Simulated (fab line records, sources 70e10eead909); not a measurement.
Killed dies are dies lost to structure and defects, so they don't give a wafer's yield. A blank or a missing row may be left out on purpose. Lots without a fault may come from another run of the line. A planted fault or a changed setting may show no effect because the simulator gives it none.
Which tool did it? | flow nand_harc | 24 lots, 72 wafers sampled, at 3 steps of a route of 1159

WHAT THE GAUGES READ, wafer by wafer
NHARC_P_BONDPAD_CD_MEAS_09: target cd 500 nm. Usual: cd_nm 500.4 nm, standard deviation 1.8.
lot  | measured     | on        | cd_nm (nm)        | flag
L074 | day 6 16:31  | cd_sem-01 | 501.3 497.7 498.3 |
L075 | day 6 16:56  | cd_sem-03 | 497.9 501.2 498.5 |
L077 | day 7 03:17  | cd_sem-01 | 506.3 502.5 504.0 |
L076 | day 7 03:39  | cd_sem-02 | 499.4 500.4 502.6 |
L078 | day 7 15:06  | cd_sem-01 | 501.6 500.4 501.4 |
L081 | day 8 02:18  | cd_sem-03 | 497.4 501.0 502.7 |
L080 | day 8 03:13  | cd_sem-02 | 498.7 503.4 498.3 |
L079 | day 8 08:35  | cd_sem-02 | 500.9 499.2 500.0 |
L082 | day 8 09:20  | cd_sem-03 | 499.8 500.1 503.3 |
L083 | day 8 12:17  | cd_sem-03 | 501.6 499.4 501.3 |
L084 | day 8 13:12  | cd_sem-01 | 498.6 497.7 499.6 |
L088 | day 9 10:57  | cd_sem-02 | 500.5 500.3 503.5 |
L086 | day 9 12:47  | cd_sem-03 | 500.0 501.6 500.3 |
L085 | day 9 16:45  | cd_sem-01 | 499.8 499.2 496.3 |
L087 | day 9 18:40  | cd_sem-03 | 500.4 497.8 499.5 |
L089 | day 10 04:22 | cd_sem-02 | 502.3 502.0 501.9 |
L090 | day 10 11:32 | cd_sem-03 | 501.8 504.3 499.9 |
L091 | day 10 13:49 | cd_sem-02 | 500.4 496.8 498.9 |
L092 | day 10 22:18 | cd_sem-01 | 498.7 498.1 500.1 |
L093 | day 10 23:08 | cd_sem-03 | 499.3 500.9 500.0 |
L095 | day 11 08:59 | cd_sem-03 | 501.5 499.6 501.0 |
L094 | day 11 10:29 | cd_sem-03 | 501.6 498.7 500.0 |
L096 | day 11 23:32 | cd_sem-02 | 500.1 500.7 499.0 |
L097 | day 12 06:25 | cd_sem-03 | 503.6 502.8 501.7 |

WHICH TOOL RAN EACH LOT (tool, then ch and the chambers of the sampled wafers, then the start)
lot  | NHARC_P_M2_PVD_20                       | NHARC_P_BONDPAD_DEP_00
L074 | pvd_sputter-02, day 6 15:17 or earlier  | pecvd-01 ch 0,1,2, day 6 15:17
L075 | pvd_sputter-01, day 6 15:50 or earlier  | pecvd-03 ch 1,2, day 6 15:50
L077 | pvd_sputter-01, day 7 03:17 or earlier  | pecvd-03 ch 0,2, day 7 03:17 or earlier
L076 | pvd_sputter-03, day 7 03:39 or earlier  | pecvd-01 ch 1,2, day 7 03:39 or earlier
L078 | pvd_sputter-03, day 7 14:00 or earlier  | pecvd-03 ch 0,1,2, day 7 14:00
L081 | pvd_sputter-03, day 8 01:08 or earlier  | pecvd-04 ch 0,1,2, day 8 01:08
L080 | pvd_sputter-03, day 8 02:13 or earlier  | pecvd-04 ch 0,1, day 8 02:13
L079 | pvd_sputter-01, day 8 07:24 or earlier  | pecvd-01 ch 1,2, day 8 07:24
L082 | pvd_sputter-01, day 8 08:07 or earlier  | pecvd-04 ch 0,1, day 8 08:07
L083 | pvd_sputter-02, day 8 11:13 or earlier  | pecvd-04 ch 0,1, day 8 11:13
L084 | pvd_sputter-01, day 8 12:01 or earlier  | pecvd-04 ch 0,2, day 8 12:01
L088 | pvd_sputter-03, day 9 10:57 or earlier  | pecvd-03 ch 0,1,2, day 9 10:57 or earlier
L086 | pvd_sputter-03, day 9 12:47 or earlier  | pecvd-03 ch 0,1,2, day 9 12:47 or earlier
L085 | pvd_sputter-01, day 9 15:39 or earlier  | pecvd-03 ch 0,1, day 9 15:39
L087 | pvd_sputter-02, day 9 17:27 or earlier  | pecvd-03 ch 0,1,2, day 9 17:27
L089 | pvd_sputter-01, day 10 03:08 or earlier | pecvd-04 ch 0,1,2, day 10 03:08
L090 | pvd_sputter-01, day 10 10:19 or earlier | pecvd-01 ch 0,2, day 10 10:19
L091 | pvd_sputter-03, day 10 12:41 or earlier | pecvd-01 ch 0,2, day 10 12:41
L092 | pvd_sputter-01, day 10 21:07 or earlier | pecvd-01 ch 1,2, day 10 21:07
L093 | pvd_sputter-01, day 10 22:02 or earlier | pecvd-03 ch 0,1,2, day 10 22:02
L095 | pvd_sputter-02, day 11 08:59 or earlier | pecvd-03 ch 0,1,2, day 11 08:59 or earlier
L094 | pvd_sputter-03, day 11 10:29 or earlier | pecvd-04 ch 0,1, day 11 10:29 or earlier
L096 | pvd_sputter-02, day 11 22:26 or earlier | pecvd-03 ch 0,1,2, day 11 22:26
L097 | pvd_sputter-01, day 12 05:17 or earlier | pecvd-01 ch 1,2, day 12 05:17
- NHARC_P_M2_PVD_20: deposits TaN, target thk 5 nm, time 8.06 s.
- NHARC_P_BONDPAD_DEP_00: deposits SiCN, target thk 250 nm.

WHAT THE TOOLS THEMSELVES READ (means of the sampled wafers that have a number; where no wafer has one, the mark that the record gives instead)
NHARC_P_M2_PVD_20. Usual: chamber_pressure_pa 0.11999 Pa, standard deviation 0.00025; throttle_valve_pct 30.7 %, standard deviation 1.1.
lot  | tool           | chamber_pressure_pa (Pa) | throttle_valve_pct (%) | flag
L074 | pvd_sputter-02 | 0.12019                  | 29.5                   |
L075 | pvd_sputter-01 | 0.11970                  | 30.6                   |
L077 | pvd_sputter-01 | 0.12010                  | 30.8                   |
L076 | pvd_sputter-03 | 0.12019                  | 32.3                   |
L078 | pvd_sputter-03 | 0.12014                  | 31.3                   |
L081 | pvd_sputter-03 | 0.11978                  | 31.2                   |
L080 | pvd_sputter-03 | 0.11994                  | 30.9                   |
L079 | pvd_sputter-01 | 0.12026                  | 30.1                   |
L082 | pvd_sputter-01 | 0.12012                  | 31.4                   |
L083 | pvd_sputter-02 | 0.11994                  | 29.3                   |
L084 | pvd_sputter-01 | 0.11999                  | 31.5                   |
L088 | pvd_sputter-03 | 0.12011                  | 30.2                   |
L086 | pvd_sputter-03 | 0.11989                  | 30.2                   |
L085 | pvd_sputter-01 | 0.11989                  | 30.9                   |
L087 | pvd_sputter-02 | 0.11980                  | 29.4                   |
L089 | pvd_sputter-01 | 0.12000                  | 30.8                   |
L090 | pvd_sputter-01 | 0.12014                  | 30.7                   |
L091 | pvd_sputter-03 | 0.12002                  | 30.2                   |
L092 | pvd_sputter-01 | 0.11955                  | 31.4                   |
L093 | pvd_sputter-01 | 0.11990                  | 31.0                   |
L095 | pvd_sputter-02 | 0.12014                  | 30.0                   |
L094 | pvd_sputter-03 | 0.11998                  | 31.1                   |
L096 | pvd_sputter-02 | 0.11997                  | 30.0                   |
L097 | pvd_sputter-01 | 0.12032                  | 31.3                   |

NHARC_P_BONDPAD_DEP_00. Usual: heater_power_w 582 W, standard deviation 91; rf_fwd_power_W 449.1 W, standard deviation 1.4.
lot  | tool     | heater_power_w (W) | rf_fwd_power_W (W) | flag
L074 | pecvd-01 | 638                | 448.9              |
L075 | pecvd-03 | 525                | 450.3              |
L077 | pecvd-03 | 580                | 448.9              |
L076 | pecvd-01 | 695                | 450.2              |
L078 | pecvd-03 | 582                | 449.1              |
L081 | pecvd-04 | 497                | 447.3              |
L080 | pecvd-04 | 535                | 449.0              |
L079 | pecvd-01 | 690                | 448.3              |
L082 | pecvd-04 | 512                | 448.1              |
L083 | pecvd-04 | 534                | 448.9              |
L084 | pecvd-04 | 474                | 448.6              |
L088 | pecvd-03 | 600                | 449.0              |
L086 | pecvd-03 | 591                | 448.9              |
L085 | pecvd-03 | 633                | 448.2              |
L087 | pecvd-03 | 604                | 449.6              |
L089 | pecvd-04 | 540                | 449.5              |
L090 | pecvd-01 | 579                | 449.4              |
L091 | pecvd-01 | 565                | 448.5              |
L092 | pecvd-01 | 611                | 448.9              |
L093 | pecvd-03 | 591                | 449.7              |
L095 | pecvd-03 | 559                | 448.3              |
L094 | pecvd-04 | 570                | 448.0              |
L096 | pecvd-03 | 585                | 449.7              |
L097 | pecvd-01 | 661                | 448.8              |

THE ANSWER, worked out from the rows above alone
Rule: a lot is off if the mean of its wafers that have a number lies more than 3 standard deviations from the usual mean. A lot without any number at a reading at which 4 lots or more have one is off too. The other lots that the step has rows for count as sound. The gauges are gone through in route order, then the tools' own readings, and for those a lot's mean is taken as printed above. The first step at which some lot is off is used, and at that step the reading that is off furthest; a lot without a number counts as furthest.
No lot is off at any reading shown: from this, nothing can be told.

WHAT THE SIMULATOR HAD PUT IN
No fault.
